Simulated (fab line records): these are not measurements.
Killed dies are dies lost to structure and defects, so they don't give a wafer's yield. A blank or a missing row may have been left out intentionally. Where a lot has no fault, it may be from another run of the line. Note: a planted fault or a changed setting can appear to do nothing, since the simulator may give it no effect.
A lot that was struck, set against a sound lot :: flow n5 finfet :: 38 steps out of a route of 1938
Sound: these wafers, L881.1, L881.2, L881.6. Struck: wafer L886.5. (L886.3, L886.6 of the same lot were not struck and are left out.) The cause comes at the end.
For every step that has rows: the tool of each side, followed by ch and its chambers, followed by its first start. Under that, the readings that differ: sound wafers :: struck wafers :: difference of the means :: sigmas: that difference in standard deviations of wafers without a fault.
alike: words and numbers the same on both sides, and readings whose means are apart by under 2 such deviations; not compared: readings that were withheld, readings missing a value for some wafer, numbers with overlapping values and no deviation given by the record, and bounds like >300 which may hide the same value.
Wherever a step has rows on one side only, a row that says differs or no value, or a row with sigmas, the two part there. When numbers do not overlap yet have no deviation, they are printed without sigmas and do not part them. A reading missing from all wafers of one side parts the sides only when that side holds two or more wafers.

first, 9 steps without rows for these wafers: N5_SDB_PRECLEAN_38 (cleans in dHF, time 10 s); N5_SDB_PRECLEAN_39 (cleans in O3/DIW, time 45 s); N5_SDB_SRD_28 (time 30 s); N5_SDB_ALD_29 (deposits SiNx, target thk 30 nm, pulse time 1 s, ald cycles 600); N5_SDB_CMP_30 (polishes, stops on poly-Si, t overpolish 1.54 s, target thk 30 nm); N5_DUMMY_REMOVAL_HM_STRIP_01 (strips SiNx in CH3F/O2, stops on poly-Si, target depth 4 nm, time 6.8 s); N5_DUMMY_REMOVAL_STRIP_10 (strips in N2/H2, time 40 s); N5_DUMMY_REMOVAL_PRECLEAN_07 (cleans in dHF, time 30 s); N5_DUMMY_REMOVAL_DUMMY_REMOVE_02 (chemistry TMAH, target poly-Si, stops on SiO2, target depth 142 nm, time 57 s, rinse time 30 s).
N5_DUMMY_REMOVAL_PRECLEAN_08: cleans in NF3:NH3, afs cycles 2, time 20 s, sublimation time 60 s.
  sound on remote plasma-01 ch 0, day 4 04:37; struck on remote plasma-02 ch 1, day 5 16:30
then, 26 steps without rows for these wafers: N5_DUMMY_REMOVAL_PRECLEAN_04 (cleans in DHF, time 37 s); N5_DUMMY_REMOVAL_SRD_05 (time 30 s); N5_HKMG_FIN_IL_REGROW_00 (material SiO2, chemistry O3, target thk 0.75 nm, time 30 s); N5_HKMG_FIN_HK_ALD_01 (deposits HfO2, target thk 1.6 nm, pulse time 3 s, purge time 3 s); N5_HKMG_FIN_HK_ANNEAL_02 (time 30 s); N5_HKMG_FIN_ALD_74 (deposits La2O3, target thk 0.5 nm, pulse time 6 s, co reactant pulse time 1 s); N5_HKMG_FIN_ALD_75 (deposits Al2O3, target thk 1 nm, co reactant pulse time 1 s); N5_HKMG_FIN_COAT_41 (time 60 s, resist thk 300 nm); N5_HKMG_FIN_COAT_42 (time 60 s, resist thk 35 nm); N5_HKMG_FIN_COAT_43 (resist thk 90 nm); N5_HKMG_FIN_EBR_45; N5_HKMG_FIN_SOFTBAKE_44 (time 60 s); N5_HKMG_FIN_EXPOSE_46 (exposes mask NDIPOLE); N5_HKMG_FIN_PEB_47 (peb time 60 s); N5_HKMG_FIN_DEVELOP_48 (develop time 30 s); N5_HKMG_FIN_DESCUM_53 (chemistry O2, time 7.9 s); N5_HKMG_FIN_ETCH_54 (etches SiARC in CF4, target depth 45.5 nm, time 75.8 s); N5_HKMG_FIN_ETCH_55 (etches SOC in N2/H2, target depth 240 nm, time 300 s); N5_HKMG_FIN_STRIP_56 (strips in N2/H2); N5_HKMG_FIN_STRIP_57 (strips in CF4); N5_HKMG_FIN_ETCH_58 (etches SOC in N2/H2, target depth 215.8 nm, time 741 s); N5_HKMG_FIN_STRIP_93 (strips SOC in N2/H2, time 20 s); N5_HKMG_FIN_WET_ETCH_76 (etches Al2O3 in dNH4OH, stops on La2O3, target depth 2.25 nm, rinse time 30 s); N5_HKMG_FIN_STRIP_60 (strips in N2/H2, time 360 s); N5_HKMG_FIN_WET_ETCH_77 (etches La2O3 in dHCl, stops on HfO2, target depth 2 nm); N5_HKMG_FIN_WET_ETCH_78 (etches Al2O3 in dNH4OH, stops on La2O3, target depth 4.5 nm, rinse time 30 s).
-- record jumps: 4 days separate the struck wafers' starts on either side; left off in module HKMG_FIN, taken up again in module BEOL_M4, whose first shown step is the route's number 1111 --
N5_BEOL_M4_RC_MEAS_101:
  sound on prober-01 ch 0, day 8 03:32; struck on prober-02 ch 0, day 9 13:43
reading: DIBL_N (mV/V)
sound: 35.0 35.1 37.3
struck: 42.2
difference: +6.4
sigmas: +4

reading: DIBL_P (mV/V)
sound: 33.1 34.2 35.3
struck: 46.1
difference: +11.9
sigmas: +6

reading: EOT_N
sound: 10.54 10.50 10.67
struck: 13.00
difference: +2.43
sigmas: +22

reading: EOT_P
sound: 10.61 10.50 10.61
struck: 12.83
difference: +2.26
sigmas: +21

reading: IGATE_N (nA/um)
sound: 0.0111 0.0125 0.0105
struck: 0.0008
difference: -0.0106
sigmas: -5

reading: IGATE_P (nA/um)
sound: 0.0034 0.0038 0.0032
struck: 0.0002
difference: -0.0033
sigmas: -5

reading: IOFF_N (nA/um)
sound: 0.118 0.129 0.152
struck: 0.327
difference: +0.194
sigmas: +6

reading: IOFF_N_85C (nA/um)
sound: 2.4 2.6 3.0
struck: 5.9
difference: +3.2
sigmas: +7

reading: IOFF_N_LIN (nA/um)
sound: 0.059 0.064 0.070
struck: 0.151
difference: +0.087
sigmas: +8

reading: IOFF_P (nA/um)
sound: 0.19 0.19 0.21
struck: 0.40
difference: +0.20
sigmas: +6

reading: IOFF_P_85C (nA/um)
sound: 3.3 3.4 3.6
struck: 6.2
difference: +2.8
sigmas: +6

reading: IOFF_P_LIN (nA/um)
sound: 0.095 0.096 0.103
struck: 0.175
difference: +0.077
sigmas: +6

reading: SS_N (mV/dec)
sound: 70.8 70.8 72.0
struck: 73.1
difference: +1.9
sigmas: +3

reading: SS_P (mV/dec)
sound: 72.2 72.7 73.2
struck: 75.0
difference: +2.3
sigmas: +3

reading: VT_N (mV)
sound: 253 250 250
struck: 239
difference: -12
sigmas: -3

reading: VT_P_LVT (mV)
sound: -102.4 -101.8 -100.0
struck: -93.2
difference: +8.2
sigmas: +3
  alike: ION_N, ION_P, VT_P
-- here the record skips 4 days between the struck wafers' starts before and after, leaving off in module BEOL_M4 and picking up in module PASSIVATION (first step shown: number 1936 of the route) --
N5_PASSIVATION_PROBE_49:
  sound on prober-02 at day 12 14:34; struck on prober-01 at day 13 13:25
reading: sort_bin_4_leakage (%)
sound: 0 0 0
struck: 2.88
difference: +2.88
sigmas: 
  alike: defect limited yield, killed_at_M0_to_M3, killed_at_M4_up, killed at contacts, killed at front end, killed at other, killed dies, killed open, killed short, sort_bin_5_function, sort_bin_6_memory, sort_bin_8_speed, sort n pass, sort yield pct

## WHERE THEY PART
Only at N5_BEOL_M4_RC_MEAS_101, within this record. Later steps at which nothing parts them and some readings are alike: N5_PASSIVATION_PROBE_49.

WHY: what had been put in by the simulator
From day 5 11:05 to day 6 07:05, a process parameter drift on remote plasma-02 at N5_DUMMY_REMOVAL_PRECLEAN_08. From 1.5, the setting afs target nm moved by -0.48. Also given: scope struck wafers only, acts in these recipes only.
